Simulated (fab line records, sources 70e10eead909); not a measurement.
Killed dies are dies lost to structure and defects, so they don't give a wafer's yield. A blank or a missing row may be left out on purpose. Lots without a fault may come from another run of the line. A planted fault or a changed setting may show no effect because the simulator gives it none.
Chamber matching | flow nand_harc | NHARC_A_STAIRCASE_TRIM_20 on rie_diel-12: 4 sister chambers
The step chemistry O2, time 211.2 s. 14 wafers are shown with their chamber, then 7 later ones without.

WAFERS WITH THEIR CHAMBER
wafer  | chamber | showerhead_plenum_p_Torr (Torr) | drypump_motor_current_A (A) | oes_product_au (a.u.)
L077.1 | 0       | 3.49                            | 6.7                         | 1.004
L077.2 | 1       | 3.61                            | 5.4                         | 1.013
L077.5 | 0       | 3.49                            | 6.6                         | 1.015
L080.2 | 1       | 3.60                            | 5.4                         | 1.001
L080.3 | 2       | 3.38                            | 5.6                         | 1.011
L080.5 | 1       | 3.60                            | 5.4                         | 1.004
L083.2 | 3       | 3.42                            | 5.9                         | 0.990
L083.3 | 1       | 3.60                            | 5.4                         | 1.006
L083.4 | 2       | 3.38                            | 5.6                         | 1.003
L085.2 | 1       | 3.60                            | 5.4                         | 0.999
L085.4 | 0       | 3.48                            | 6.7                         | 1.003
L085.6 | 0       | 3.48                            | 6.7                         | 1.007
L086.2 | 2       | 3.37                            | 5.7                         | 0.998
L086.3 | 1       | 3.60                            | 5.4                         | 1.011

SIGNATURES (means of the wafers above)
reading                  | chamber 0 | chamber 1 | chamber 2 | chamber 3 | scatter within a chamber
showerhead_plenum_p_Torr | 3.4850    | 3.6017    | 3.3767    | 3.4200    | 0.005
drypump_motor_current_A  | 6.675     | 5.400     | 5.633     | 5.900     | 0.0376
oes_product_au           | 1.00725   | 1.00567   | 1.00400   | 0.99000   | 0.00571
Rule: a wafer's distance from a chamber is the root of the sum, over the readings, of the square of ((its reading less the chamber's mean) divided by the reading's scatter). The wafer belongs to the nearest chamber; if the next one is less than 2 further off, it can't be placed. The scatter: the root of (the sum of the squares of (reading less its chamber's mean) over the shown wafers, divided by (wafers less chambers)).

WAFERS WITHOUT THEIR CHAMBER
wafer  | showerhead_plenum_p_Torr (Torr) | drypump_motor_current_A (A) | oes_product_au (a.u.)
L086.6 | 3.42                            | 5.9                         | 0.989
L089.2 | 3.42                            | 5.9                         | 0.986
L089.4 | 3.47                            | 6.7                         | 0.994
L089.5 | 3.42                            | 5.9                         | 0.981
L091.2 | 3.47                            | 6.7                         | 1.005
L091.3 | 3.59                            | 5.4                         | 0.996
L091.6 | 3.59                            | 5.4                         | 1.017

WHICH CHAMBER EACH WENT THROUGH
wafer  | from the rows above | in truth
L086.6 | 3                   | 3
L089.2 | 3                   | 3
L089.4 | 0                   | 0
L089.5 | 3                   | 3
L091.2 | 0                   | 0
L091.3 | 1                   | 1
L091.6 | 1                   | 1
Placed correctly: 7 of 7. Can't be placed from these rows: 0. Placed wrongly: 0.
